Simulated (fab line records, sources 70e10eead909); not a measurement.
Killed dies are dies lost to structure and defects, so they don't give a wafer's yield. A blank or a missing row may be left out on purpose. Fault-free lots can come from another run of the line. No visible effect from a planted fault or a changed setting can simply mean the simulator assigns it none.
Chamber matching || flow nand harc || NHARC_A_CHANNEL_FILL_D1_CMP_10 on cmp-04 has 4 sister chambers
The step polishes, target thk 150 nm. 8 wafers are shown with their chamber, then 9 later ones without.

EACH WAFER AND ITS CHAMBER
{"wafer": "L080.1", "chamber": 3, "motor current A (A)": 13.9, "slurry flow ml min": 149.9}
{"wafer": "L080.3", "chamber": 2, "motor current A (A)": 11.5, "slurry flow ml min": 150.4}
{"wafer": "L082.1", "chamber": 1, "motor current A (A)": 11.3, "slurry flow ml min": 150.3}
{"wafer": "L082.4", "chamber": 0, "motor current A (A)": 11.4, "slurry flow ml min": 149.1}
{"wafer": "L082.5", "chamber": 2, "motor current A (A)": 11.5, "slurry flow ml min": 150.0}
{"wafer": "L084.1", "chamber": 0, "motor current A (A)": 12.4, "slurry flow ml min": 149.7}
{"wafer": "L084.4", "chamber": 1, "motor current A (A)": 11.3, "slurry flow ml min": 150.0}
{"wafer": "L084.5", "chamber": 3, "motor current A (A)": 13.2, "slurry flow ml min": 149.7}

WAFERS WITH NO CHAMBER GIVEN
{"wafer": "L086.1", "motor current A (A)": 11.4, "slurry flow ml min": 150.2}
{"wafer": "L086.2", "motor current A (A)": 11.6, "slurry flow ml min": 150.5}
{"wafer": "L086.3", "motor current A (A)": 13.5, "slurry flow ml min": 149.4}
{"wafer": "L092.2", "motor current A (A)": 13.0, "slurry flow ml min": 149.5}
{"wafer": "L092.3", "motor current A (A)": 11.3, "slurry flow ml min": 149.6}
{"wafer": "L092.6", "motor current A (A)": 12.5, "slurry flow ml min": 149.8}
{"wafer": "L093.1", "motor current A (A)": 12.9, "slurry flow ml min": 149.6}
{"wafer": "L093.2", "motor current A (A)": 10.9, "slurry flow ml min": 149.6}
{"wafer": "L093.3", "motor current A (A)": 11.4, "slurry flow ml min": 150.6}

THE CHAMBER EACH PASSED THROUGH
{"wafer": "L086.1", "from the rows above": "can't be placed: 2 or 1", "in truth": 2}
{"wafer": "L086.2", "from the rows above": "can't be placed: 2 or 1", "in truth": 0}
{"wafer": "L086.3", "from the rows above": 3, "in truth": 3}
{"wafer": "L092.2", "from the rows above": "can't be placed: 3 or 0", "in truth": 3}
{"wafer": "L092.3", "from the rows above": "can't be placed: 0 or 1 or 2", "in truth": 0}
{"wafer": "L092.6", "from the rows above": "can't be placed: 0 or 3 or 2 or 1", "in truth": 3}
{"wafer": "L093.1", "from the rows above": "can't be placed: 3 or 0", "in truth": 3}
{"wafer": "L093.2", "from the rows above": "can't be placed: 1 or 0 or 2", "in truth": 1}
{"wafer": "L093.3", "from the rows above": "can't be placed: 2 or 1", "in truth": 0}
Placed correctly: 1 of 9. Not placeable from these rows: 8 (in 6, the candidates include the true chamber). 0 placed wrongly.
How it was worked out, from the rows above alone: a wafer's distance from a chamber is the root of the sum, over the readings, of the square of ((its reading less the chamber's mean) divided by the reading's scatter). The wafer belongs to the nearest chamber; if the next one is less than 2 further off, it can't be placed. A chamber's mean is the mean of its shown wafers. The scatter: take each reading less its chamber's mean, square it, sum over the shown wafers, divide by the number of wafers less the number of chambers, and take the root.
